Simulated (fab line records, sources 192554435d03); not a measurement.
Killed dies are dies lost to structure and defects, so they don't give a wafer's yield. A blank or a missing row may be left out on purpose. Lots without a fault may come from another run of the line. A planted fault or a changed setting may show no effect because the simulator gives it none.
A struck lot beside a sound one | flow n5_finfet | 24 steps out of a route of 1938
Sound: wafers L807.2, L807.3, L807.5. Struck: wafer L819.4. (L819.1 of the same lot was not struck and is left out.) The cause comes at the end.
At each step with rows: each side's tool, then ch and its chambers, then its first start. Under that, the readings that differ: sound wafers | struck wafers | difference of the means | sigmas: that difference in standard deviations of wafers without a fault.
alike: readings whose means differ by less than 2 such deviations, and words and numbers that are the same on both sides. not compared: withheld readings, readings that some wafer has no value for, bounds like >300 that may hide the same value, and numbers for which the record gives no deviation and whose values overlap.
The two part at a step that has a row with sigmas, a row that says differs or no value, or rows on one side only. Numbers that don't overlap but have no deviation are shown without sigmas and don't part them. A reading that every wafer of one side lacks parts them only if that side has two wafers or more.

first, 9 steps without rows for these wafers: N5_MIM_BOT_LITHO_HARDBAKE_09 (time 120 s); N5_MIM_BOT_LITHO_DESCUM_10 (chemistry O2, time 7.9 s); N5_MIM_BOT_ETCH_ETCH_04 (etches SiNx in CF4/O2, target depth 26 nm, time 13 s); N5_MIM_BOT_ETCH_ETCH_03 (etches the open film in Cl2/BCl3, target depth 12 nm); N5_MIM_BOT_ETCH_ETCH_00 (etches TiN in Cl2/BCl3, target depth 45.5 nm); N5_MIM_BOT_ETCH_STRIP_01 (strips in O2); N5_MIM_BOT_ETCH_STRIP_02 (strips in post etch residue remover, time 1200 s); N5_MIM_BOT_ETCH_CLEAN_05 (cleans in IPA, time 180 s); N5_MIM_BOT_ETCH_SRD_06 (time 30 s).
N5_PASSIVATION_PECVD_55: deposits SiO2 from SiH4/N2O, target thk 400 nm, time 22.5 s.
  sound on pecvd-03 ch 0,1,2, day 13 10:13; struck on pecvd-03 ch 2, day 17 05:16
  reading                                        | sound             | struck | difference | sigmas
  model.SiO2_of_PASSIVATION_PECVD_55.thk_nm (nm) | 396.4 402.6 402.8 | 339.8  | -60.8      |
  alike: heater_power_w, showerhead_plenum_p_Torr, throttle_valve_pct
then, 11 steps without rows for these wafers: N5_PASSIVATION_PECVD_01 (deposits SiNx from SiH4/NH3/N2, target thk 200 nm, time 43.2 s); N5_PASSIVATION_HMDS_03 (time 60 s); N5_PASSIVATION_COAT_04; N5_PASSIVATION_EBR_06; N5_PASSIVATION_SOFTBAKE_05 (time 90 s); N5_PASSIVATION_EXPOSE_07 (exposes mask TV, defocus 0 nm, target cd 3000 nm); N5_PASSIVATION_PEB_08; N5_PASSIVATION_DEVELOP_09 (develop time 60 s); N5_PASSIVATION_HARDBAKE_11 (time 120 s); N5_PASSIVATION_DESCUM_12 (chemistry O2, time 7.9 s); N5_PASSIVATION_PASS_ETCH_74 (etches SiNx in CF4/O2, target depth 220 nm, time 110 s).
N5_PASSIVATION_VIA_ETCH_13: etches SiO2 in CHF3/O2, target depth 660 nm, time 330 s.
  sound on rie_diel-06 ch 0,1,2, day 13 14:23; struck on rie_diel-01 ch 0, day 17 07:06
  reading                     | sound       | struck | difference | sigmas
  drypump_motor_current_A (A) | 5.0 5.5 5.6 | 6.2    | +0.8       | +2
  etch_rf_on_time_s (s)       | 235 235 241 | 199    | -38        | -8
  alike: oes_product_au, rf_vpp_V, showerhead_plenum_p_Torr, throttle_valve_pct
  not compared: rf_hours_counter_h, model.coat_of_PASSIVATION_COAT_04.thk_nm
then, 2 steps without rows for these wafers: N5_PASSIVATION_STRIP_14 (strips in O2); N5_PASSIVATION_PROBE_49.

WHERE THEY PART
Only at N5_PASSIVATION_VIA_ETCH_13, within this record.

WHY: what the simulator had put in
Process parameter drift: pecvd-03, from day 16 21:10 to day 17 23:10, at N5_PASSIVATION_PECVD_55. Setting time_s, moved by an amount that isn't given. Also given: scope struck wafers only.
